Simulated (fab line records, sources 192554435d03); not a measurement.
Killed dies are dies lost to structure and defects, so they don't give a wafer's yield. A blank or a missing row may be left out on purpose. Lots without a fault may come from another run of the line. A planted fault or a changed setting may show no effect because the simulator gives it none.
Problem report in the 8D (eight disciplines) form, filled by code | flow n5_finfet | the parts of the form that need people (team, actions taken, sign-off) are left out

1. THE PROBLEM
oes_product_au at N5_MOL_CONTACT_COAG_ETCH_124 reads a mean of 0.32 a.u. on 2 wafers of 1 lot; wafers without a fault read 0.66 a.u. with a standard deviation of 0.051. That is -6.7 standard deviations from the usual mean.
The step: etches SiNx in CH3F/O2, stops on SiOC, target depth 6.5 nm.
First seen on wafer L948.1, day 6 23:43, on rie_diel-01. The record holds 21 wafers of 7 lots with a number at this step. Rule for "out", or "out of limits": more than 4 standard deviations from the usual mean. The other wafers with a number count as sound.

2. WHAT IT IS AND WHAT IT IS NOT
question                    | is               | is not
which readings at this step | oes_product_au   | O2_flow_sccm, drypump_motor_current_A, rf_fwd_power_W, rf_vpp_V, showerhead_plenum_p_Torr, throttle_valve_pct
which lots                  | L948             | L941, L947, L958, L960, L961, L962
which wafers of those lots  | L948.1, L948.3   | L948.4
read on which tools         | rie_diel-01      | rie_diel-04
when                        | from day 6 23:43 | up to then (7 sound wafers); but 12 sound wafers of L958, L960, L961, L962 came after

3. SUSPECTS, AND WHAT RULES EACH OUT
Counting: a tool at a process step up to the reading stays a suspect if it ran every lot that is out. Sound lots after the first of them don't rule it out here, since some wafers of a struck lot are sound.
- rie_diel-02 at N5_MOL_CONTACT_COAG_DESCUM_45 (chemistry O2, time 7 s): kept. It ran the lot that is out, L948 (day 6 23:10); its last sound lot up to then is L941 (day 5 06:58).
- ald_sin-04 at N5_MOL_CONTACT_COAG_ALD_133 (deposits SiO2, target thk 5 nm, pulse time 1 s, co reactant pulse time 1 s): kept. It ran the lot that is out, L948 (day 6 23:21).
- rie_diel-01 at N5_MOL_CONTACT_COAG_ETCHBACK_136 (etches SiO2 in CHF3, target depth 25 nm, time 16.7 s): kept. It ran the lot that is out, L948 (day 6 23:39); its last sound lot up to then is L947 (day 6 18:55).
- rie_diel-01 at N5_MOL_CONTACT_COAG_ETCH_124 (etches SiNx in CH3F/O2, stops on SiOC, target depth 6.5 nm): kept. It ran the lot that is out, L948 (day 6 23:43); its last sound lot up to then is L947 (day 6 18:59). Its own readings are out on those wafers: oes_product_au.
- Within rie_diel-02 at N5_MOL_CONTACT_COAG_DESCUM_45: the wafers that are out ran in chambers 0, 2; their sound lot-mates ran in chamber 3.
- Within ald_sin-04 at N5_MOL_CONTACT_COAG_ALD_133: the wafers that are out ran in chambers 0, 1; their sound lot-mates ran in chamber 3.
- Within rie_diel-01 at N5_MOL_CONTACT_COAG_ETCHBACK_136: the wafers that are out ran in chambers 0, 3; their sound lot-mates ran in chamber 1.
- Within rie_diel-01 at N5_MOL_CONTACT_COAG_ETCH_124: the wafers that are out ran in chambers 0, 3; their sound lot-mates ran in chamber 1.
Left after counting: rie_diel-02 at N5_MOL_CONTACT_COAG_DESCUM_45, ald_sin-04 at N5_MOL_CONTACT_COAG_ALD_133, rie_diel-01 at N5_MOL_CONTACT_COAG_ETCHBACK_136, rie_diel-01 at N5_MOL_CONTACT_COAG_ETCH_124.

4. THE CAUSE (what the simulator had put in)
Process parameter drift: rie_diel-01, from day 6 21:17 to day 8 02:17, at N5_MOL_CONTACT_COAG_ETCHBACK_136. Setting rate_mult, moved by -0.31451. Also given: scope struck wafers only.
Counting left 4 suspects, and this tool is among them.

5. THE CHAIN OF EFFECTS, in route order
Each row: a reading whose mean over the struck wafers that have a number lies more than 3 standard deviations from the usual. Only readings for which the record gives a usual standard deviation are gone through. hours: the time from each lot's start at the first step in this table that gives one to its start at this step, as a median over the lots. sigmas: the change in usual standard deviations.
hours | step                         | reading              | usual     | on struck wafers | change | sigmas
0     | N5_MOL_CONTACT_COAG_ETCH_124 | oes_product_au       | 0.66 a.u. | 0.32             | -0.34  | -6.7
0     | N5_MOL_CONTACT_COAG_ETCH_48  | oes_product_au       | 0.64 a.u. | 0.28             | -0.36  | -6.5
218   | N5_PASSIVATION_PROBE_49      | defect_limited_yield | 91.0 %    | 8.0              | -83.0  | -55
218   | N5_PASSIVATION_PROBE_49      | killed_at_contacts   | 14        | 988              | +974   | +99 or more
218   | N5_PASSIVATION_PROBE_49      | killed_dies          | 106       | 1086             | +980   | +54
218   | N5_PASSIVATION_PROBE_49      | killed_on_rim        | 14        | 145              | +131   | +28
218   | N5_PASSIVATION_PROBE_49      | sort_bin_5_function  | 5.2 %     | 88.2             | +83.0  | +85
218   | N5_PASSIVATION_PROBE_49      | sort_n_pass          | 1074      | 94               | -980   | -54
218   | N5_PASSIVATION_PROBE_49      | sort_yield_pct       | 91.0 %    | 8.0              | -83.0  | -55
The process steps in it:
- N5_MOL_CONTACT_COAG_ETCH_124: etches SiNx in CH3F/O2, stops on SiOC, target depth 6.5 nm.
- N5_MOL_CONTACT_COAG_ETCH_48: etches SiOC in C4F6/O2, target depth 15 nm, overetch 4.5 nm, time 17 s.
- N5_PASSIVATION_PROBE_49

6. WHAT WOULD HAVE CAUGHT IT SOONER
In this record the first reading out of limits was taken at day 6 23:43, 2 hours after the fault began at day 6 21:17.
Of the tool readings at N5_MOL_CONTACT_COAG_ETCHBACK_136 for which the record gives a usual standard deviation, none was out on any struck wafer, so an alarm limit of 4 standard deviations on them would not have fired.
All the lots that are out (1) had begun N5_MOL_CONTACT_COAG_ETCHBACK_136 on rie_diel-01 by day 6 23:43. A hold on the tool at that time would have spared none of them.
